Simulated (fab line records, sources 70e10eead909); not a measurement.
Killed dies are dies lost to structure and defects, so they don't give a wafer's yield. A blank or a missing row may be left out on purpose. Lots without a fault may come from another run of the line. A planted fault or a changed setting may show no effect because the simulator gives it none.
fab line records | flow nand_harc
record lots=12 wafers=36 last_day=34
route steps=1302 shown P_ZERO_WELL@68 P_GATE@122 END@1302
lots that met no fault: from a run of the same line without faults
start_h: hours from the record's first day to the start of the lot's first wafer shown | wait_h: hours since the lot's step before | " the same as in the row above | L1.1+2: a row that stands for several wafers | - no value, or no start given | * or withheld: withheld | < > ~ a bound
route shown NAME@n: a module of which the file shows steps, and the number in the route of the first | usual: mean/standard deviation of fault-free wafers | same: alike in all rows | chamber/n: place in a boat | sites: the reading at each site | _std_site: their standard deviation | _edge_site: outer sites' mean less inner sites' | radius_mm: how far each site lies from the wafer's centre | mask NAME#n: copy n | behind: the tool/chamber that last shaped the wafer | hold: why the lot was held/for how many hours/how that ended | device: the transistor (n, p or np) that didn't switch | end of line: the same wafers' tests at the end of the route | a step without rows: its recipe alone | killed: dies lost to structure and defects at the first sort, not the wafer's yield | map: a wafer's dies, x killed, . not, _ none there
set.NAME: the setting as run; set.NAME@STEP: as run at that earlier step | model.NAME: the simulator's own value behind a step, which no gauge read
steps of the route over a sample of lots; a table a step, a row a wafer
services: from which hour (start_h, from the record's first day; less than 0 if before it) a tool's chamber was out of use, for how many hours, and why
## steps
# step NHARC_P_ZERO_WELL_INSPECT_43
# usual raw_defect_count=13/5.1
# columns lot.wafer tool chamber start_h wait_h raw_defect_count
L155.3 defect_inspect-01 - 27.84 0.4 18
L155.4 " - " " 9
L155.5 " - " " 10
L156.1 defect_inspect-02 - 37.73 0.6 9
L156.2 " - " " 9
L156.6 " - " " 11
L159.1 defect_inspect-02 - 67.38 0.6 14
L159.2 " - " " 17
L159.6 " - " " 16
L160.2 defect_inspect-02 - 77.67 0.5 17
L160.3 " - " " 9
L160.5 " - " " 4
L161.2 defect_inspect-02 - 87.49 0.5 15
L161.3 " - " " 10
L161.4 " - " " 9
L162.1 defect_inspect-01 - 97.17 0.6 18
L162.2 " - " " 18
L162.4 " - " " 10
L164.1 defect_inspect-02 - 117.64 0.6 12
L164.3 " - " " 5
L164.6 " - " " 10
L166.1 defect_inspect-01 - 137.71 0.6 10
L166.2 " - " " 11
L166.5 " - " " 19
L167.2 defect_inspect-02 - 147.68 0.5 23
L167.3 " - " " 33
L167.5 " - " " 11
L168.2 defect_inspect-01 - 157.62 0.5 14
L168.5 " - " " 21
L168.6 " - " " 9
L169.2 defect_inspect-02 - 167.78 0.5 10
L169.3 " - " " 17
L169.5 " - " " 22
L178.3 defect_inspect-02 - 258.20 0.4 9
L178.4 " - " " 10
L178.6 " - " " 6
# step NHARC_P_GATE_CD_MEAS_11
# recipe target_cd_nm=1640 landing_energy_ev=500
# usual cd_nm=1639.9/1.6
# columns lot.wafer tool chamber start_h wait_h cd_nm
L155.3 cd_sem-02 0 83.38 - 1637.4
L155.4 " 0 " " 1642.6
L155.5 " 0 " " 1638.8
L156.1 cd_sem-01 0 90.40 - 1637.9
L156.2 " 0 " " 1640.8
L156.6 " 0 " " 1638.3
L159.1 cd_sem-02 0 116.50 - 1642.5
L159.2 " 0 " " 1639.6
L159.6 " 0 " " 1639.7
L160.2 cd_sem-02 0 132.89 - 1638.7
L160.3 " 0 " " 1639.3
L160.5 " 0 " " 1640.4
L161.2 cd_sem-02 0 140.27 - 1639.3
L161.3 " 0 " " 1636.9
L161.4 " 0 " " 1637.5
L162.1 cd_sem-02 0 147.83 - 1639.9
L162.2 " 0 " " 1640.6
L162.4 " 0 " " 1640.4
L164.1 cd_sem-03 0 169.24 - 1642.0
L164.3 " 0 " " 1640.3
L164.6 " 0 " " 1639.9
L166.1 cd_sem-02 0 189.72 - 1638.5
L166.2 " 0 " " 1639.3
L166.5 " 0 " " 1639.2
L167.2 cd_sem-03 0 198.39 - 1639.2
L167.3 " 0 " " 1638.5
L167.5 " 0 " " 1640.4
L169.2 cd_sem-03 0 229.91 - 1640.4
L169.3 " 0 " " 1639.4
L169.5 " 0 " " 1637.7
L168.2 cd_sem-02 0 230.07 - 1639.8
L168.5 " 0 " " 1642.2
L168.6 " 0 " " 1637.9
L178.3 cd_sem-01 0 312.13 - 1641.5
L178.4 " 0 " " 1639.1
L178.6 " 0 " " 1640.1
# step NHARC_P_GATE_EXPOSE_23
# recipe na=1.35 target_cd_nm=120 dose_mj=93.91 mask_id=P_GATE
# columns lot.wafer tool chamber start_h wait_h mask
L155.3+4+5 arfi_scanner-03 0 99.74 - P_GATE#0
L156.1+2+6 arfi_scanner-01 0 104.96 - P_GATE#0
L159.1+2+6 arfi_scanner-02 0 130.17 - P_GATE#0
L160.2+3+5 arfi_scanner-03 0 147.74 - P_GATE#0
L161.2+3+4 arfi_scanner-03 0 159.30 - P_GATE#0
L162.1+2+4 arfi_scanner-03 0 161.86 - P_GATE#0
L164.1+3+6 arfi_scanner-01 0 183.28 - P_GATE#0
L166.1+2+5 arfi_scanner-01 0 208.17 - P_GATE#0
L167.2+3+5 arfi_scanner-03 0 213.94 - P_GATE#0
L168.2+5+6 arfi_scanner-01 0 243.75 - P_GATE#0
L169.2+3+5 arfi_scanner-02 0 245.03 - P_GATE_R1#0
L178.3+4+6 arfi_scanner-01 0 329.53 - P_GATE#0
# step NHARC_P_GATE_CD_MEAS_26
# recipe target_cd_nm=120 landing_energy_ev=500
# usual cd_nm=119.8/0.61
# columns lot.wafer tool chamber start_h wait_h hold cd_nm
L155.3 cd_sem-02 0 99.88 - - 119.5
L155.4 " 0 " " - 119.7
L155.5 " 0 " " - 118.8
L156.1 cd_sem-03 0 105.10 - - 120.2
L156.2 " 0 " " - 119.5
L156.6 " 0 " " - 119.3
L159.1 cd_sem-01 0 130.31 - - 119.3
L159.2 " 0 " " - 119.6
L159.6 " 0 " " - 119.6
L160.2 cd_sem-03 0 147.88 - - 117.8
L160.3 " 0 " " - 119.9
L160.5 " 0 " " - 120.0
L161.2 cd_sem-02 0 159.44 - - 119.0
L161.3 " 0 " " - 118.5
L161.4 " 0 " " - 119.6
L162.1 cd_sem-01 0 162.00 - - 120.5
L162.2 " 0 " " - 120.4
L162.4 " 0 " " - 119.7
L164.1 cd_sem-03 0 183.42 - - 120.2
L164.3 " 0 " " - 119.4
L164.6 " 0 " " - 119.6
L166.1 cd_sem-03 0 208.31 - - 120.1
L166.2 " 0 " " - 118.2
L166.5 " 0 " " - 120.1
L167.2 cd_sem-02 0 214.08 - - 120.9
L167.3 " 0 " " - 119.9
L167.5 " 0 " " - 119.6
L168.2 cd_sem-01 0 243.89 - - 119.5
L168.5 " 0 " " - 119.1
L168.6 " 0 " " - 119.5
L169.2 cd_sem-02 0 245.17 - await_dispo/0.2h/release 100.5
L169.3 " 0 " " await_dispo/0.2h/release 99.5
L169.5 " 0 " " await_dispo/0.2h/release 100.0
L169.2 cd_sem-02 0 - - - 100.4
L169.3 " 0 " " - 99.6
L169.5 " 0 " " - 99.8
L178.3 cd_sem-01 0 329.66 - - 120.2
L178.4 " 0 " " - 119.0
L178.6 " 0 " " - 120.3
# step NHARC_P_GATE_STRIP_108
# recipe o2_flow_sccm=500 ar_flow_sccm=0 bias_w=0 chemistry=O2
# usual drypump_motor_current_A=5.6/0.38 oes_product_au=0.999/0.011 rf_vpp_V=57.9/0.96 showerhead_plenum_p_Torr=3.62/0.15 throttle_valve_pct=17.035/0.0085
# columns lot.wafer tool chamber start_h wait_h drypump_motor_current_A oes_product_au rf_hours_counter_h rf_vpp_V showerhead_plenum_p_Torr throttle_valve_pct
L155.3 rie_diel-11 1 100.68 - 5.9 1.001 1 57.9 3.73 17.048
L155.4 " 0 " " 5.8 1.013 1 57.5 3.43 17.036
L155.5 " 2 " " 5.1 0.995 - 59.1 3.78 17.052
L156.2 rie_diel-06 2 105.94 - 5.5 0.999 6 58.4 3.70 17.043
L156.1 " 3 " " 5.6 1.005 6 59.3 3.76 17.036
L156.6 " 0 " " 5.0 1.020 - 56.6 3.65 17.039
L159.2 rie_diel-03 1 131.16 - 5.4 1.014 0 57.6 3.60 17.029
L159.1 " 3 " " 5.7 0.976 0 57.1 3.78 17.036
L159.6 " 1 " " 5.4 1.003 - 57.5 3.60 17.050
L160.3 rie_diel-03 0 148.69 - 6.4 0.996 0 57.3 3.40 17.033
L160.2 " 3 " " 5.7 0.978 0 58.5 3.78 17.041
L160.5 " 0 " " 6.4 1.004 - 58.2 3.40 17.023
L161.3 rie_diel-03 0 160.24 - 6.4 0.997 1 56.6 3.40 17.038
L161.2 " 2 " " 5.4 0.989 1 59.0 3.46 17.028
L161.4 " 0 " " 6.4 0.996 - 56.6 3.40 17.046
L162.2 rie_diel-03 3 162.83 - 5.7 0.976 1 56.8 3.78 17.029
L162.1 " 0 " " 6.4 0.998 1 58.4 3.40 17.040
L162.4 " 0 " " 6.4 0.994 - 57.1 3.40 17.033
L164.3 rie_diel-06 1 184.23 - 6.1 1.004 3 58.9 3.74 17.036
L164.1 " 3 " " 5.6 0.999 3 57.4 3.76 17.034
L164.6 " 3 " " 5.6 0.993 - 58.7 3.76 17.043
L166.1 rie_diel-11 0 209.14 - 5.8 1.013 12 59.5 3.42 17.051
L166.2 " 1 " " 5.9 1.006 11 60.0 3.72 17.036
L166.5 " 3 " " 5.5 1.005 - 56.6 3.43 17.030
L167.2 rie_diel-06 3 214.88 - 5.6 1.001 5 58.4 3.76 17.028
L167.3 " 0 " " 5.1 1.012 5 57.1 3.65 17.045
L167.5 " 0 " " 5.0 1.003 - 58.5 3.65 17.036
L168.2 rie_diel-03 1 244.70 - 5.4 1.018 4 56.3 3.60 17.036
L168.6 " 1 " " 5.4 1.020 - 58.7 3.60 17.042
L168.5 " 2 " " 5.4 0.997 - 55.9 3.45 17.039
L169.3 rie_diel-11 3 264.50 - 5.5 1.012 13 57.8 3.42 17.030
L169.2 " 1 " " 5.9 1.009 13 57.8 3.72 17.025
L169.5 " 2 " " 5.1 1.003 - 58.7 3.77 17.021
L178.4 rie_diel-06 2 330.46 - 5.4 1.002 1 57.4 3.69 17.042
L178.3 " 0 " " 5.0 0.999 1 58.4 3.64 17.042
L178.6 " 2 " " 5.4 1.007 - 57.9 3.69 17.026
# step NHARC_END_SORT_01
# recipe temp_c=25
# usual defect_limited_yield=92.0/2.8 killed_at_array=49/19 killed_at_other=0.9/1.1 killed_at_periphery=4.0/2.7 killed_dies=54/19 killed_open=3.3/1.8 killed_short=2.6/1.6 sort_bin_2_pct=2.9/1.2 sort_bin_3_pct=0.5/0.36 sort_bin_4_pct=4.6/1.5 sort_n_pass=623/19 sort_rim_yield_pct=91/4.7 sort_yield_pct=92.0/2.8
# same gross_dies=677 sort_bin_5_pct[%]=0 sort_bin_6_pct[%]=0 sort_bin_7_pct[%]=0 sort_bin_8_pct[%]=0 sort_rim_n_gross=106.00
# columns lot.wafer tool chamber start_h wait_h defect_limited_yield[%] killed_at_array killed_at_other killed_at_periphery killed_dies killed_open killed_short sort_bin_2_pct[%] sort_bin_3_pct[%] sort_bin_4_pct[%] sort_n_pass sort_rim_yield_pct[%] sort_yield_pct[%]
L164.1 prober-02 0 639.19 2.5 91.0 55 2 4 61 5 3 2.5 0.7 5.8 616 92 91.0
L164.3 prober-02 0 640.80 3.1 92.0 51 0 3 54 1 2 2.5 0.6 4.9 623 97 92.0
L164.6 prober-02 0 643.22 4.0 94.5 32 0 5 37 5 2 3.0 0 2.5 640 85 94.5
L168.2 prober-02 0 715.55 2.8 87.1 86 1 0 87 3 1 4.6 1.6 6.6 590 93 87.1
L168.5 prober-02 0 717.97 3.7 87.9 79 1 2 82 4 1 5.3 0.6 6.2 595 91 87.9
L168.6 prober-02 0 718.78 4.0 90.1 63 2 2 67 4 1 4.0 0.9 5.0 610 81 90.1
# killed by level:class
L164.1 A_CHANNEL_HOLE_D1:chamber_film_flake=32 A_CHANNEL_HOLE_D2:chamber_film_flake=8 A_CHANNEL_FILL_D2:chamber_film_flake=3 A_CONTACT:chamber_film_flake=3 P_ZERO_WELL:chamber_film_flake=2 A_CHANNEL_FILL_D1:chamber_film_flake=2 P_CONTACT:geometric_particle:open=1 A_ONON_D1:geometric_particle:open=1
L164.3 A_CHANNEL_HOLE_D1:chamber_film_flake=32 A_CHANNEL_HOLE_D2:chamber_film_flake=11 P_GATE:chamber_film_flake=2 A_CHANNEL_FILL_D2:chamber_film_flake=2 A_SOURCE_PLATE:geometric_particle:short=1 A_DECK1_JOINT:geometric_particle:short=1 A_BLC:geometric_particle:open=1 P_M0:chamber_film_flake=1
L164.6 A_CHANNEL_HOLE_D1:chamber_film_flake=15 A_CHANNEL_HOLE_D2:chamber_film_flake=11 P_ZERO_WELL:chamber_film_flake=2 P_CONTACT:geometric_particle:short=1 P_M0:geometric_particle:open=1 A_SOURCE_PLATE:geometric_particle:open=1 A_ONON_D1:geometric_particle:open=1 A_DECK1_JOINT:geometric_particle:short=1
L168.2 A_CHANNEL_HOLE_D1:chamber_film_flake=36 A_SLIT:chamber_film_flake=24 A_CHANNEL_HOLE_D2:chamber_film_flake=14 A_CONTACT:chamber_film_flake=3 A_CHANNEL_FILL_D2:chamber_film_flake=2 A_STAIRCASE:chamber_film_flake=2 A_DECK1_JOINT:geometric_particle:open=1 A_ONON_D2:geometric_particle:open=1
L168.5 A_CHANNEL_HOLE_D1:chamber_film_flake=29 A_SLIT:chamber_film_flake=28 A_CHANNEL_HOLE_D2:chamber_film_flake=11 A_CONTACT:chamber_film_flake=3 A_STAIRCASE:chamber_film_flake=2 P_CONTACT:geometric_particle:open=1 A_ONON_D1:geometric_particle:open=1 A_CHANNEL_FILL_D1:geometric_particle:short=1
L168.6 A_SLIT:chamber_film_flake=21 A_CHANNEL_HOLE_D1:chamber_film_flake=17 A_CHANNEL_HOLE_D2:chamber_film_flake=16 A_ZERO_WELL:chamber_film_flake=2 THIN_TSV:chamber_film_flake=2 A_CHANNEL_FILL_D2:chamber_film_flake=2 P_M0:geometric_particle:short=1 P_M2:geometric_particle:open=1
## services
# columns tool chamber start_h hours kind
rie_diel-11 - 78.50 9.0 pm
arfi_scanner-01 - 80.00 4.0 pm
rie_diel-03 - 104.31 9.0 pm
arfi_scanner-02 - 105.16 11.7 repair
rie_diel-06 - 130.20 9.0 pm
arfi_scanner-02 - 140.00 4.0 pm
rie_diel-11 2 147.25 22.2 repair
arfi_scanner-01 - 148.77 0.9 repair
rie_diel-03 1 155.32 20.9 repair
arfi_scanner-03 - 158.24 0.4 repair
rie_diel-06 0 172.58 21.5 repair
arfi_scanner-03 - 196.00 4.0 pm
rie_diel-06 - 207.70 0.2 repair
rie_diel-11 - 212.22 1.4 repair
rie_diel-03 2 219.51 15.7 repair
rie_diel-03 - 219.99 0.7 repair
rie_diel-11 0 242.51 3.7 repair
arfi_scanner-01 - 252.00 4.0 pm
rie_diel-11 - 255.50 9.0 pm
rie_diel-06 0 268.43 4.0 repair
arfi_scanner-02 - 276.57 0.9 repair
rie_diel-03 - 281.31 9.0 pm
arfi_scanner-03 - 305.50 0.7 repair
rie_diel-06 - 307.20 9.0 pm
## key
first_sign step=NHARC_P_GATE_EXPOSE_23 reading=mask direction=changed
effect step=NHARC_P_GATE_CD_MEAS_26 reading=visit direction=added
effect step=NHARC_P_GATE_CD_MEAS_26 reading=cd_nm direction=down sigmas=32 usual=119.8 struck=100.0
met_at NHARC_P_GATE_EXPOSE_23
struck_lots L169
rows_end L169.2,L169.3,L169.5
not_acting_at NHARC_P_ZERO_WELL_INSPECT_43,NHARC_P_GATE_CD_MEAS_11,NHARC_P_GATE_STRIP_108
onset_between 130.17 245.03
fault kind=wrong_mask tool=any chamber=- onset_h=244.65 steps=NHARC_P_GATE_EXPOSE_23 aux_copy=P_GATE_R1#0 cd_offset_nm=-20.833 scope=struck_lots_only
# rows_end: these wafers met a further fault down the route, and their rows from its step on are left out
